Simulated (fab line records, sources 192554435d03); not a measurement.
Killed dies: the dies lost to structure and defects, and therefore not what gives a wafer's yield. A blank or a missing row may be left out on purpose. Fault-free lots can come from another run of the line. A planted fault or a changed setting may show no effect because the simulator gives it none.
Chamber matching / flow n5Finfet / N5_STI_FIN_REVEAL_ALD_14 on aldSin-04 has 4 sister chambers
The step deposits Si3N4, target thk 3 nm. 4 wafers are shown with their chamber, then 10 later ones without.

## EACH WAFER AND ITS CHAMBER
wafer=L079.6; chamber=2; heaterPowerW (W)=782
wafer=L087.5; chamber=3; heaterPowerW (W)=753
wafer=L088.1; chamber=0; heaterPowerW (W)=899
wafer=L088.2; chamber=1; heaterPowerW (W)=684

## WAFERS WHOSE CHAMBER IS MISSING
wafer=L088.4; heaterPowerW (W)=893
wafer=L089.1; heaterPowerW (W)=762
wafer=L089.2; heaterPowerW (W)=756
wafer=L089.6; heaterPowerW (W)=712
wafer=L091.2; heaterPowerW (W)=683
wafer=L091.4; heaterPowerW (W)=890
wafer=L091.6; heaterPowerW (W)=881
wafer=L092.3; heaterPowerW (W)=882
wafer=L092.4; heaterPowerW (W)=698
wafer=L092.5; heaterPowerW (W)=889

## WHICH CHAMBER EACH WENT THROUGH
wafer=L088.4; from the rows above=0; in truth=0
wafer=L089.1; from the rows above=can't be placed: 3 or 2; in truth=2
wafer=L089.2; from the rows above=can't be placed: 3 or 2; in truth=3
wafer=L089.6; from the rows above=can't be placed: 1 or 3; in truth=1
wafer=L091.2; from the rows above=1; in truth=1
wafer=L091.4; from the rows above=0; in truth=0
wafer=L091.6; from the rows above=0; in truth=0
wafer=L092.3; from the rows above=0; in truth=0
wafer=L092.4; from the rows above=1; in truth=1
wafer=L092.5; from the rows above=0; in truth=0
Correctly placed: 7 of 10. Unplaceable from these rows: 3, with the true chamber sitting among the candidates in 3. Placed wrongly: 0.
How it was worked out, from the rows above alone: a wafer's distance from a chamber is the root of the sum, over the readings, of the square of ((its reading less the chamber's mean) divided by the reading's scatter). The wafer belongs to the nearest chamber; if the next one is less than 2 further off, it can't be placed. The mean given for a chamber averages the wafers shown for that chamber. The scatter: root of mean squared gap, hidden wafer to nearest shown wafer, with one shown wafer a chamber.
